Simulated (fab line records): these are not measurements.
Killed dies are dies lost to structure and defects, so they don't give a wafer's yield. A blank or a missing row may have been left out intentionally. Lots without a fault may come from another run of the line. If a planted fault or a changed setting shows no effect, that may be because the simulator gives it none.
A sampling plan put to the test    flow nand harc    one fab line, 38 faults that these records tell of, each judged on the records of the lots that it struck
Plan = the line's own looks (route steps where a gauge or an inspection reads the wafer without altering it). A look is open to judgement when struck wafers have a number at it and the file gives its usual mean and standard deviation on fault-free wafers. Caught: 4 or more of those standard deviations (sigma) separate the usual mean from the mean of the struck wafers at a look after the fault's first step. On the tool: here the same test is run on the tool's own readings at the fault's steps. Caught also covers a different recipe on the struck wafers, or a record left blank for those wafers only.

## THE FAULTS, as the simulator had put them in
1. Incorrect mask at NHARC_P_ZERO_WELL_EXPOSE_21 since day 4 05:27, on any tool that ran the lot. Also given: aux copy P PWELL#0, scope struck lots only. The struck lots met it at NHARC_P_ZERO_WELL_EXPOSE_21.
2. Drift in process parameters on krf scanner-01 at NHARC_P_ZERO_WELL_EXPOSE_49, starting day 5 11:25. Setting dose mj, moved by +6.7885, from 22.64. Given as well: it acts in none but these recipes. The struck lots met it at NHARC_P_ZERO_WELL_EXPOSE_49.
3. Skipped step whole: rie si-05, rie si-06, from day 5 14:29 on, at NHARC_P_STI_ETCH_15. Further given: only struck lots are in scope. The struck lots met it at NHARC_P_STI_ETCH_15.
4. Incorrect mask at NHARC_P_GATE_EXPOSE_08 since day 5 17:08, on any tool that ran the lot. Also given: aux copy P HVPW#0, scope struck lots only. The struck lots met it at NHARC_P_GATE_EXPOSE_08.
5. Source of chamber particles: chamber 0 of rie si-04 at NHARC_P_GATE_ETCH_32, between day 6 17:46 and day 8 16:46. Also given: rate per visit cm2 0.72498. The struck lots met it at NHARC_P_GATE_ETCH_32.
6. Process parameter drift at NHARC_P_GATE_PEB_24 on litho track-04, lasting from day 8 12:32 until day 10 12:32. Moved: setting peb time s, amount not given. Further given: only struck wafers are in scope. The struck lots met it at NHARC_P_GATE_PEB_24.
7. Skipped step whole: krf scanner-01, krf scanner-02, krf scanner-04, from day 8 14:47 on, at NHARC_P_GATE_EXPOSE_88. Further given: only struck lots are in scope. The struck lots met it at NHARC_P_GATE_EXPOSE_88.
8. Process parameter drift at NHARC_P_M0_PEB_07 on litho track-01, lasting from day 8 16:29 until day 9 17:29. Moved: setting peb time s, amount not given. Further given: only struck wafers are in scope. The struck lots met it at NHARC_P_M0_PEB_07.
9. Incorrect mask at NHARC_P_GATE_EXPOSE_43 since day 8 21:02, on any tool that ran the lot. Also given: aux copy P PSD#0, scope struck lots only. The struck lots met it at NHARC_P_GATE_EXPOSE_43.
10. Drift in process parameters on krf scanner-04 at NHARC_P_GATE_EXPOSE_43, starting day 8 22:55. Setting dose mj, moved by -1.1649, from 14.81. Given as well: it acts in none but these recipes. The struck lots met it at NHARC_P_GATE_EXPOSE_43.
11. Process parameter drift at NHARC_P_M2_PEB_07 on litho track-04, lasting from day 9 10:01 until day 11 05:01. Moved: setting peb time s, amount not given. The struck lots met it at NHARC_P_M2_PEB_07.
12. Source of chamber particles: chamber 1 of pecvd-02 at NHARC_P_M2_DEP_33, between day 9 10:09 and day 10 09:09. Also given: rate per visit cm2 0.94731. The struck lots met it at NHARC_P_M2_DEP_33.
13. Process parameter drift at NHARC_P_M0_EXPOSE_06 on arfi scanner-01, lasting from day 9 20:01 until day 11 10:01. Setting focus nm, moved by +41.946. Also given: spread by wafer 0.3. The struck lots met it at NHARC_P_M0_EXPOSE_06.
14. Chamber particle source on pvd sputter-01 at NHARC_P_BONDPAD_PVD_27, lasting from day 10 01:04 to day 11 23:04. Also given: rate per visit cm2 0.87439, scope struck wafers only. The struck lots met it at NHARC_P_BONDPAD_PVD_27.
15. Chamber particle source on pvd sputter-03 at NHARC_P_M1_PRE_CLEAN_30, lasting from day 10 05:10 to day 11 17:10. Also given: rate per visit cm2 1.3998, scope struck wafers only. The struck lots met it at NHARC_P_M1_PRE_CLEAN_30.
16. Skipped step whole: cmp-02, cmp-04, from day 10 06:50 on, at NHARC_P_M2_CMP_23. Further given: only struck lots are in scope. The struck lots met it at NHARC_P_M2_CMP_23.
17. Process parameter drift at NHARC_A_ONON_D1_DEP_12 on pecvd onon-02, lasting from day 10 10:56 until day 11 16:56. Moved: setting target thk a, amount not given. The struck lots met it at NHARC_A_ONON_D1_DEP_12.
18. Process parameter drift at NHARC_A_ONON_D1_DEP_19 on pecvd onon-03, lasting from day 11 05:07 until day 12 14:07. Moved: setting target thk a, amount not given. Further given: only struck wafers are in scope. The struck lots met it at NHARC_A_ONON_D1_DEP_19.
19. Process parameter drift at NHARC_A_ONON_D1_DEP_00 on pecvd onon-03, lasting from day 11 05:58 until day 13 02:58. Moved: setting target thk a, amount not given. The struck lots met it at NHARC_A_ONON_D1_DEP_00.
20. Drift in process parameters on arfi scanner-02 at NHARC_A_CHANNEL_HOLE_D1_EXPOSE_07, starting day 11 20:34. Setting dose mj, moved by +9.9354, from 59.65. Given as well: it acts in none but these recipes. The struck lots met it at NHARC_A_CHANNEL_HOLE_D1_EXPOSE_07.
21. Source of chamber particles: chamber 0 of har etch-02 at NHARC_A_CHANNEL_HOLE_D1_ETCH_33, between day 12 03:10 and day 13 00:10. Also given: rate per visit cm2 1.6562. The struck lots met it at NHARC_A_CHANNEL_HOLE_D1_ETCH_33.
22. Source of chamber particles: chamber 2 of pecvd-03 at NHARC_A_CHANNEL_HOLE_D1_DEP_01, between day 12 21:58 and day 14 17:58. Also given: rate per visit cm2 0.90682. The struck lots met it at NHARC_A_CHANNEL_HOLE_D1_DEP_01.
23. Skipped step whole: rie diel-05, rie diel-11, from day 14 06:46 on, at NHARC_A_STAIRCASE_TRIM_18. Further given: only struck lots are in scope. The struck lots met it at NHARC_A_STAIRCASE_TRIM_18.
24. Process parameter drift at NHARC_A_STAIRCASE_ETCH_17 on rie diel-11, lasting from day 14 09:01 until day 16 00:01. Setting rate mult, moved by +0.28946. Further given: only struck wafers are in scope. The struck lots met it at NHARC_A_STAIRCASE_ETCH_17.
25. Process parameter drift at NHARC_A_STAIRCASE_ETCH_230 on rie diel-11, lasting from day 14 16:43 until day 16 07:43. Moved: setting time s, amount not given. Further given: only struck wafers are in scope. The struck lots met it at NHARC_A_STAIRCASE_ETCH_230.
26. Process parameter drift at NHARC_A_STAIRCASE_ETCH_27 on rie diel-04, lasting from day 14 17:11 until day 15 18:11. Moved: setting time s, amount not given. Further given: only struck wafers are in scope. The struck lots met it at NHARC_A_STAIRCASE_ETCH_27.
27. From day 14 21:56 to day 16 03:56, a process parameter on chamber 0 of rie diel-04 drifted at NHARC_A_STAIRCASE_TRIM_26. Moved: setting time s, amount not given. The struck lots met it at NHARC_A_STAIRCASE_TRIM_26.
28. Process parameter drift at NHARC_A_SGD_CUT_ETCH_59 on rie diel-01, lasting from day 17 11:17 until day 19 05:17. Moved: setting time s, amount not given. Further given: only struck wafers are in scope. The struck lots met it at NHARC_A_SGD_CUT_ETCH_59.
29. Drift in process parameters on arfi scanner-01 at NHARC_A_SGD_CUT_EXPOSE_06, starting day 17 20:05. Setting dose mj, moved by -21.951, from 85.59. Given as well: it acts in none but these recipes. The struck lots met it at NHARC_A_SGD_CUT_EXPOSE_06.
30. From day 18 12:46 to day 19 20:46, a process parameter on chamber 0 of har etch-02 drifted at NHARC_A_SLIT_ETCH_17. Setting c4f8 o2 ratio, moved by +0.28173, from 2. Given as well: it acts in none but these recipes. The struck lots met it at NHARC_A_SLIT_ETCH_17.
31. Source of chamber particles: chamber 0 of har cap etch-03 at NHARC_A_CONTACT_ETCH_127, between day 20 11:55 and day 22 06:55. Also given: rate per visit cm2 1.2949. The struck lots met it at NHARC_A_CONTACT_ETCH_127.
32. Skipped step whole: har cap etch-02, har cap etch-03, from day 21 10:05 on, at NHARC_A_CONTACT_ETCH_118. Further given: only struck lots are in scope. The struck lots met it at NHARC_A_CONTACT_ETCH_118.
33. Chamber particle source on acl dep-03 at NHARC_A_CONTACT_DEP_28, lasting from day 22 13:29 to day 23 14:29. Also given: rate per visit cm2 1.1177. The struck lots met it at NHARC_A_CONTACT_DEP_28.
34. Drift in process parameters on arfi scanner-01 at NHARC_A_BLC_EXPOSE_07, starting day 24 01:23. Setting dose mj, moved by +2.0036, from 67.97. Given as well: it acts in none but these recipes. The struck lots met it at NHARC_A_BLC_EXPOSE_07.
35. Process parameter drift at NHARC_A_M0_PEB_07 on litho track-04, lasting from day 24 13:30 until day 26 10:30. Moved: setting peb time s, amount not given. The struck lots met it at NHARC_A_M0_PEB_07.
36. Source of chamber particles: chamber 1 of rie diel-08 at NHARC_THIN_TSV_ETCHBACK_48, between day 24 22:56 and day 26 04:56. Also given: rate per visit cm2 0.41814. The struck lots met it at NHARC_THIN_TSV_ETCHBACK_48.
37. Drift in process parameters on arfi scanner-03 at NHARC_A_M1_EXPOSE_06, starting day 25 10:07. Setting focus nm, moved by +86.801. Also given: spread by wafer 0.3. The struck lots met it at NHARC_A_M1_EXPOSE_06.
38. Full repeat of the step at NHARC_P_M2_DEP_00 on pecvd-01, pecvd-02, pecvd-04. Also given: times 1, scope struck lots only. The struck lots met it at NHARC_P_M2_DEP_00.

## WHAT THE PLAN SAW
fault  on the tool itself                                first look that catches it                       reading, sigma                                    median hours from its first step to that look  hours from the fault's start to the first struck lot there  judged looks passed uncaught
1      no reading that can be judged                     NHARC_END_SORT_01                                killed at periphery +99 or beyond                 543.4                                          546                                                         0
2      exposure dose mJ cm2 +99 or beyond sigma          NHARC_P_ZERO_WELL_CD_MEAS_52                     cd nm +29                                         0.2                                            6                                                           0
3      the tool's record is blank for the struck wafers  NHARC_P_STI_OCD_MEAS_17                          trench depth nm -75                               0.2                                            0                                                           0
4      no reading that can be judged                     NHARC_END_SORT_01                                killed at periphery +99 or beyond                 463.1                                          463                                                         0
5      under 2 sigma                                     NHARC_P_GATE_INSPECT_68                          raw defect count +7.2                             36.0                                           49                                                          2
6      no reading that can be judged                     NHARC_P_GATE_CD_MEAS_26                          cd nm -4.8                                        0.1                                            10                                                          0
7      no reading that can be judged                     NHARC_P_GATE_INSPECT_68                          raw defect count +17                              3.8                                            4                                                           0
8      no reading that can be judged                     NHARC_P_M0_CD_MEAS_09                            cd nm +7.4                                        0.1                                            6                                                           0
9      under 2 sigma                                     NHARC_END_SORT_01                                killed at periphery +99 or beyond                 428.2                                          430                                                         0
10     exposure dose mJ cm2 -83 sigma                    NHARC_P_GATE_CD_MEAS_46                          cd nm -6.4                                        0.2                                            4                                                           0
11     no reading that can be judged                     NHARC_P_M2_CD_MEAS_09                            cd nm +21                                         0.1                                            2                                                           0
12     under 2 sigma                                     NHARC_END_SORT_01                                killed at periphery +34                           393.7                                          393                                                         2
13     exposure dose mJ cm2 +5.9 sigma                   none of the 5 looks that can be judged after it  -                                                 -                                              -                                                           5
14     under 2 sigma                                     NHARC_END_SORT_01                                killed at periphery +39                           406.1                                          417                                                         0
15     under 2 sigma                                     NHARC_END_SORT_01                                killed at periphery +26                           417.9                                          418                                                         0
16     the tool's record is blank for the struck wafers  NHARC_P_M2_THK_MEAS_24                           thk nm +99 or beyond                              0.3                                            2                                                           0
17     under 2 sigma                                     NHARC_A_ONON_D1_THK_MEAS_14                      thk nm -59                                        0.5                                            5                                                           0
18     no reading that can be judged                     NHARC_A_ONON_D1_THK_MEAS_21                      thk nm +52                                        0.4                                            4                                                           0
19     under 2 sigma                                     NHARC_A_ONON_D1_THK_MEAS_02                      thk nm -41                                        0.4                                            5                                                           0
20     exposure dose mJ cm2 +99 or beyond sigma          NHARC_A_CHANNEL_HOLE_D1_CD_MEAS_10               cd nm +11                                         0.1                                            7                                                           0
21     under 2 sigma                                     NHARC_A_CHANNEL_HOLE_D1_INSPECT_40               raw defect count +70                              1.7                                            4                                                           0
22     under 2 sigma                                     NHARC_A_CHANNEL_HOLE_D1_INSPECT_12               raw defect count +99 or beyond                    0.8                                            4                                                           0
23     the tool's record is blank for the struck wafers  NHARC_END_SORT_01                                killed at array +58                               294.6                                          293                                                         0
24     oes product au +12 sigma                          NHARC_END_SORT_01                                killed at array +58                               301.2                                          298                                                         0
25     run length s +27 sigma                            NHARC_END_SORT_01                                killed at array +58                               288.7                                          275                                                         0
26     run length s +32 sigma                            NHARC_END_SORT_01                                killed at array +58                               290.9                                          292                                                         0
27     run length s -99 or beyond sigma                  NHARC_END_SORT_01                                killed at array +58                               298.1                                          285                                                         0
28     run length s -99 or beyond sigma                  NHARC_END_SORT_01                                killed at array +11                               215.4                                          216                                                         0
29     exposure dose mJ cm2 -99 or beyond sigma          NHARC_A_SGD_CUT_CD_MEAS_09                       cd nm -32                                         0.1                                            8                                                           0
30     under 2 sigma                                     no look after it can be judged                   -                                                 -                                              -                                                           0
31     no reading that can be judged                     NHARC_END_SORT_01                                killed at array +7.2                              110.6                                          113                                                         0
32     the tool's record is blank for the struck wafers  NHARC_END_SORT_01                                killed at array +58                               123.4                                          125                                                         0
33     under 2 sigma                                     NHARC_A_CONTACT_INSPECT_44                       raw defect count +49                              2.9                                            7                                                           0
34     exposure dose mJ cm2 +27 sigma                    none of the 2 looks that can be judged after it  strongest: cd nm at NHARC_A_BLC_CD_MEAS_10, +2.6  -                                              -                                                           2
35     heater power total W +13 sigma                    none of the 2 looks that can be judged after it  strongest: cd nm at NHARC_A_M0_CD_MEAS_09, -3.8   -                                              -                                                           2
36     under 2 sigma                                     NHARC_END_SORT_01                                killed at other +61                               28.5                                           30                                                          0
37     exposure dose mJ cm2 -14 sigma                    NHARC_A_M1_CD_MEAS_09                            cd nm +7.0                                        0.1                                            6                                                           0
38     no reading that can be judged                     NHARC_END_SORT_01                                killed at periphery +99 or beyond                 401.4                                          -                                                           0
Dash: fault not caught, or number not given in these records.

Caught at a look: 34 of 38. Caught on the tool: 17 of 38. By one or the other: 37 of 38.
Caught on the tool alone: faults 13, 34, 35.
Caught at a look alone: faults 1, 4, 5, 6, 7, 8, 9, 11, 12, 14, 15, 17, 18, 19, 21, 22, 31, 33, 36, 38.
Caught by neither: fault 30.

## THINNER SAMPLING
If the look that catches a fault measured only every second or every third lot, by lot number, the first struck lot would be measured this late in the worst case:
fault  struck lots at that look, in order of time  every lot  every second lot  every third lot
1      L977                                        546 h      may miss it       may miss it
2      L967, L969                                  6 h        may miss all 2    may miss all 2
3      L729, L731, L732                            0 h        15 h              may miss all 3
4      L663                                        463 h      may miss it       may miss it
5      L443, L445                                  49 h       may miss all 2    may miss all 2
6      L151, L153, L154                            10 h       27 h              may miss all 3
7      L804, L805, L807                            4 h        5 h               may miss all 3
8      L346, L345, L351                            6 h        6 h               may miss all 3
9      L119                                        430 h      may miss it       may miss it
10     L376, L379, L380, L383                      4 h        12 h              may miss all 4
11     L711, L715, L716                            2 h        9 h               9 h
12     L481, L478                                  393 h      402 h             may miss all 2
14     L756                                        417 h      may miss it       may miss it
15     L173                                        418 h      may miss it       may miss it
16     L220, L221                                  2 h        3 h               may miss all 2
17     L538, L541                                  5 h        12 h              may miss all 2
18     L986, L989                                  4 h        9 h               may miss all 2
19     L789, L790                                  5 h        12 h              may miss all 2
20     L991, L993                                  7 h        may miss all 2    may miss all 2
21     L337, L340                                  4 h        8 h               may miss all 2
22     L112, L113                                  4 h        21 h              may miss all 2
23     L884, L888, L886                            293 h      may miss all 3    304 h
24     L828, L825, L830                            298 h      303 h             may miss all 3
25     L776, L780, L781                            275 h      329 h             329 h
26     L786, L787                                  292 h      300 h             may miss all 2
27     L835, L837                                  285 h      may miss all 2    may miss all 2
28     L616, L622, L619                            216 h      261 h             may miss all 3
29     L563, L560                                  8 h        19 h              may miss all 2
31     L332                                        113 h      may miss it       may miss it
32     L484, L482                                  125 h      may miss all 2    may miss all 2
33     L331, L322                                  7 h        20 h              may miss all 2
36     L244, L246                                  30 h       may miss all 2    may miss all 2
37     L670                                        6 h        may miss it       may miss it
Hours count from the start of the fault until the first struck lot that is measured. The test against the limit of 4 sigma pooled every struck wafer, which means one lot taken alone may stay below that limit. Other struck lots may not be in these records.

## THE LONGEST TIMED WAY FROM STEP TO LOOK
In fault 1, a median of 543.4 hours elapses between NHARC_P_ZERO_WELL_EXPOSE_21 and NHARC_END_SORT_01. No look between them can be judged.
